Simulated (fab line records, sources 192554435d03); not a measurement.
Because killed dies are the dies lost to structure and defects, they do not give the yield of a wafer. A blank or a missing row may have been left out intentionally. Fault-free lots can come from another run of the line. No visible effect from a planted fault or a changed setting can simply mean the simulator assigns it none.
Which of the tools did it? | flow n5 finfet | 12 lots, 36 wafers sampled, at 5 steps of a route of 1938

== WHAT THE GAUGES READ, wafer by wafer ==
The record lacks any reading of a measuring or inspecting step that a usual standard deviation could be used to judge.

== EACH LOT AND THE TOOL THAT RAN IT (in order: tool; ch and the chambers of the sampled wafers; start) ==
lot  | N5_BEOL_M8_SURFACE_TREAT_79  | N5_BEOL_M8_SPUTTER_48        | N5_BEOL_M9_HM_DEP_02         | N5_BEOL_M9_COAT_59                | N5_PASSIVATION_PROBE_49
L371 | pvd sputter-02, day 9 10:22  | pvd sputter-01, day 9 10:34  | pvd sputter-02, day 9 13:13  | litho track-05 ch 0, day 9 13:20  | -
L372 | pvd sputter-03, day 9 14:22  | pvd sputter-01, day 9 14:56  | pvd sputter-02, day 9 19:01  | litho track-02 ch 0, day 9 19:08  | -
L373 | pvd sputter-02, day 9 18:59  | pvd sputter-02, day 9 19:13  | pvd sputter-03, day 9 22:54  | litho track-03 ch 0, day 9 23:02  | -
L374 | pvd sputter-03, day 10 02:16 | pvd sputter-02, day 10 02:29 | pvd sputter-02, day 10 05:51 | litho track-02 ch 0, day 10 05:59 | -
L375 | pvd sputter-01, day 10 12:15 | pvd sputter-01, day 10 12:27 | pvd sputter-01, day 10 15:34 | litho track-05 ch 0, day 10 15:41 | -
L377 | pvd sputter-03, day 10 21:14 | pvd sputter-03, day 10 21:26 | pvd sputter-01, day 11 01:07 | litho track-05 ch 0, day 11 01:15 | -
L385 | pvd sputter-03, day 13 03:56 | pvd sputter-03, day 13 04:37 | pvd sputter-02, day 13 08:03 | litho track-05 ch 0, day 13 08:10 | -
L387 | pvd sputter-03, day 13 04:03 | pvd sputter-01, day 13 05:38 | pvd sputter-01, day 13 08:10 | litho track-02 ch 0, day 13 08:17 | prober-02, day 16 11:50
L386 | pvd sputter-01, day 13 13:00 | pvd sputter-01, day 13 13:18 | pvd sputter-03, day 13 14:59 | litho track-05 ch 0, day 13 15:07 | -
L388 | pvd sputter-02, day 13 14:08 | pvd sputter-01, day 13 14:20 | pvd sputter-03, day 13 17:23 | litho track-03 ch 0, day 13 17:31 | -
L393 | pvd sputter-02, day 15 12:44 | pvd sputter-02, day 15 13:04 | pvd sputter-01, day 15 16:05 | litho track-03 ch 0, day 15 16:13 | -
L394 | pvd sputter-03, day 15 20:10 | pvd sputter-03, day 15 20:25 | pvd sputter-03, day 16 00:22 | litho track-02 ch 0, day 16 00:29 | -
- N5_BEOL_M8_SURFACE_TREAT_79
- N5_BEOL_M8_SPUTTER_48: material Cu, target thk 10 nm, time 1.667 s.
- N5_BEOL_M9_HM_DEP_02: deposits TiN, target thk 20 nm.
- N5_BEOL_M9_COAT_59: time 60 s, resist thk 100 nm.
- N5_PASSIVATION_PROBE_49

== WHAT THE TOOLS THEMSELVES READ (means of the sampled wafers that have a number; where no wafer has one, the mark that the record gives instead) ==
N5_BEOL_M8_SPUTTER_48. Usual: chuck gas flow sccm 1.26 sccm, standard deviation 0.053; throttle valve pct 30.3 %, standard deviation 1.2.
lot  | tool           | chuck gas flow sccm (sccm) | throttle valve pct (%) | flag
L371 | pvd sputter-01 | 1.29                       | 30.2                   |
L372 | pvd sputter-01 | 1.31                       | 29.9                   |
L373 | pvd sputter-02 | 1.30                       | 30.3                   |
L374 | pvd sputter-02 | 1.25                       | 31.4                   |
L375 | pvd sputter-01 | 1.26                       | 30.3                   |
L377 | pvd sputter-03 | 1.30                       | 29.7                   |
L385 | pvd sputter-03 | 1.24                       | 30.5                   |
L387 | pvd sputter-01 | 1.26                       | 30.0                   |
L386 | pvd sputter-01 | 1.22                       | 30.0                   |
L388 | pvd sputter-01 | 1.26                       | 30.1                   |
L393 | pvd sputter-02 | 1.26                       | 30.5                   |
L394 | pvd sputter-03 | 1.26                       | 30.4                   |

N5_BEOL_M9_HM_DEP_02. Usual: throttle valve pct 30.2 %, standard deviation 1.2.
lot  | tool           | throttle valve pct (%) | flag
L371 | pvd sputter-02 | 30.4                   |
L372 | pvd sputter-02 | 30.3                   |
L373 | pvd sputter-03 | 30.3                   |
L374 | pvd sputter-02 | 30.4                   |
L375 | pvd sputter-01 | 30.2                   |
L377 | pvd sputter-01 | 30.1                   |
L385 | pvd sputter-02 | 29.5                   |
L387 | pvd sputter-01 | 29.8                   |
L386 | pvd sputter-03 | 29.4                   |
L388 | pvd sputter-03 | 29.6                   |
L393 | pvd sputter-01 | 30.5                   |
L394 | pvd sputter-03 | 29.3                   |

N5_BEOL_M9_COAT_59. Usual: spin speed rpm 1500.1 rpm, standard deviation 0.97.
lot  | tool           | spin speed rpm (rpm) | flag
L371 | litho track-05 | 1500.5               |
L372 | litho track-02 | 1499.3               |
L373 | litho track-03 | 1500.0               |
L374 | litho track-02 | 1499.5               |
L375 | litho track-05 | 1499.6               |
L377 | litho track-05 | 1501.2               |
L385 | litho track-05 | 1549.1               | OFF
L387 | litho track-02 | 1499.8               |
L386 | litho track-05 | 1548.2               | OFF
L388 | litho track-03 | 1499.7               |
L393 | litho track-03 | 1500.5               |
L394 | litho track-02 | 1499.4               |

N5_PASSIVATION_PROBE_49. Usual: defect limited yield 91.4 %, standard deviation 1.6; killed_at_M0_to_M3 34, standard deviation 12; killed_at_M4_up 13, standard deviation 5.2; killed at contacts 11, standard deviation 5.5; killed at front end 40, standard deviation 13; killed at other 3.4, standard deviation 2.7; killed dies 102, standard deviation 19; killed open 66, standard deviation 15; killed short 33, standard deviation 7.9; sort_bin_5_function 5.1 %, standard deviation 1.1; sort_bin_6_memory 3.2 %, standard deviation 0.7; sort n pass 1078, standard deviation 19; sort yield pct 91.4 %, standard deviation 1.6.
lot  | tool      | defect limited yield (%) | killed_at_M0_to_M3 | killed_at_M4_up | killed at contacts | killed at front end | killed at other | killed dies | killed open | killed short | sort_bin_5_function (%) | sort_bin_6_memory (%) | sort n pass | sort yield pct (%) | flag
L387 | prober-02 | 93.0                     | 27                 | 8               | 12                 | 35                  | 0.7             | 82          | 51          | 30           | 3.7                     | 2.9                   | 1098        | 93.0               |

== THE ANSWER, worked out from the rows above alone ==
Rule: a lot is off if the mean of its wafers that have a number lies more than 3 standard deviations from the usual mean. Also off: a lot with no number at a reading for which 4 or more lots have one. Where the step has rows for the other lots, those lots are counted as sound. First the gauges in route order, then the tools' own readings, where a lot's mean is used as printed above. At the first step where some lot is off, the reading lying furthest off is the one used; lots without a number count as furthest.
Off, at N5_BEOL_M9_COAT_59 on spin speed rpm: L385, L386.
If a tool, at that step or one of the process steps before it, ran each lot that is off and ran no sound lot following the first of them, it fits. One fits: N5_BEOL_M9_COAT_59 on litho track-05. A fault onset in the window from L377 (day 11 01:15, its last sound lot) to L385 (day 13 08:10, its first lot off) fits.
The tool's own readings at N5_BEOL_M9_COAT_59 bear it out: on the lots that are off they differ by more than 5 times the standard deviation of the sound lots' means. spin speed rpm reads 1548.7 rpm there against 1500.0 rpm on the sound lots.

== WHAT THE SIMULATOR PUT IN ==
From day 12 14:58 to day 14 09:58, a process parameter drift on litho track-05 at N5_BEOL_M9_COAT_59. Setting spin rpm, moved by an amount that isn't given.
Shown lots that were struck: L385, L386. The rule given above showed the same thing.
